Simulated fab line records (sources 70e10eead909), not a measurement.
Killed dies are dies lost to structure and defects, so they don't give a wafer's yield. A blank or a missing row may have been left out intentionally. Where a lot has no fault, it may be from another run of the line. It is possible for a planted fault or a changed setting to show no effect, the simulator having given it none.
Chamber matching + flow nand_harc + rie_si-04 running NHARC_A_CHANNEL_FILL_D2_ETCHBACK_19: 4 sister chambers
The step etches the open film in HBr/Cl2, target depth 5 nm, time 1.7 s. 22 wafers are shown with their chamber, then 10 later ones without.

WAFERS WITH THEIR CHAMBER
| wafer  | chamber | drypump_motor_current_A (A) | he_backside_leak_sccm (sccm) | oes_product_au (a.u.) |
|--------|---------|-----------------------------|------------------------------|-----------------------|
| L077.1 | 0       | 5.2                         | 3.0                          | 1.008                 |
| L077.4 | 3       | 6.5                         | 2.4                          | 1.002                 |
| L077.5 | 0       | 5.2                         | 3.0                          | 1.008                 |
| L078.1 | 2       | 5.2                         | 2.9                          | 0.999                 |
| L078.2 | 1       | 5.1                         | 2.9                          | 1.018                 |
| L078.5 | 2       | 5.2                         | 2.9                          | 0.995                 |
| L081.1 | 1       | 5.1                         | 2.9                          | 1.009                 |
| L081.2 | 2       | 5.2                         | 2.7                          | 0.990                 |
| L081.4 | 0       | 5.3                         | 3.0                          | 0.998                 |
| L082.2 | 1       | 5.0                         | 3.1                          | 1.013                 |
| L082.3 | 2       | 5.2                         | 2.8                          | 0.984                 |
| L082.5 | 2       | 5.2                         | 2.7                          | 0.989                 |
| L084.1 | 0       | 5.3                         | 3.0                          | 0.996                 |
| L084.3 | 1       | 5.1                         | 2.9                          | 1.009                 |
| L084.5 | 2       | 5.1                         | 2.7                          | 0.986                 |
| L085.1 | 1       | 5.1                         | 2.9                          | 1.006                 |
| L085.2 | 3       | 6.5                         | 2.3                          | 0.998                 |
| L085.6 | 1       | 5.1                         | 3.0                          | 1.011                 |
| L089.3 | 0       | 5.2                         | 3.1                          | 0.993                 |
| L089.5 | 0       | 5.3                         | 2.9                          | 0.989                 |
| L089.6 | 3       | 6.5                         | 2.4                          | 0.993                 |
| L087.1 | 0       | 5.3                         | 2.9                          | 0.986                 |

SIGNATURES (means of the wafers above)
| reading                 | chamber 0 | chamber 1 | chamber 2 | chamber 3 | scatter within a chamber |
|-------------------------|-----------|-----------|-----------|-----------|--------------------------|
| drypump_motor_current_A | 5.257     | 5.083     | 5.183     | 6.500     | 0.0433                   |
| he_backside_leak_sccm   | 2.986     | 2.950     | 2.783     | 2.367     | 0.0812                   |
| oes_product_au          | 0.99686   | 1.01100   | 0.99050   | 0.99767   | 0.00636                  |
Rule: a wafer's distance from a chamber is the root of the sum, over the readings, of the square of ((its reading less the chamber's mean) divided by the reading's scatter). If the next closest chamber is less than 2 further off than the closest, the wafer can't be placed; otherwise it belongs to the closest. How the scatter is found: for the shown wafers, subtract from each reading the mean of its chamber, square and add these, divide the total by (wafers less chambers), then take the root.

WAFERS WHOSE CHAMBER IS MISSING
| wafer  | drypump_motor_current_A (A) | he_backside_leak_sccm (sccm) | oes_product_au (a.u.) |
|--------|-----------------------------|------------------------------|-----------------------|
| L087.5 | 5.1                         | 2.9                          | 1.005                 |
| L090.1 | 5.2                         | 3.0                          | 1.004                 |
| L090.3 | 5.2                         | 2.7                          | 0.982                 |
| L090.5 | 5.1                         | 2.7                          | 0.978                 |
| L091.1 | 5.3                         | 2.8                          | 0.996                 |
| L091.3 | 5.2                         | 2.8                          | 0.985                 |
| L091.6 | 5.2                         | 2.7                          | 0.979                 |
| L097.2 | 5.1                         | 3.1                          | 1.008                 |
| L097.4 | 5.3                         | 3.1                          | 0.995                 |
| L097.5 | 5.2                         | 3.1                          | 1.006                 |

THE CHAMBER EACH PASSED THROUGH
| wafer  | from the rows above          | in truth |
|--------|------------------------------|----------|
| L087.5 | 1                            | 1        |
| L090.1 | can't be placed: 0 or 1 or 2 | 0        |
| L090.3 | 2                            | 2        |
| L090.5 | 2                            | 2        |
| L091.1 | can't be placed: 0 or 2      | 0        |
| L091.3 | 2                            | 2        |
| L091.6 | 2                            | 2        |
| L097.2 | 1                            | 1        |
| L097.4 | 0                            | 0        |
| L097.5 | can't be placed: 0 or 1      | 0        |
Correct placement for 7 of the 10. From these rows, 3 cannot be placed; in 3 the true chamber is one of the candidates. Number placed wrongly: 0.
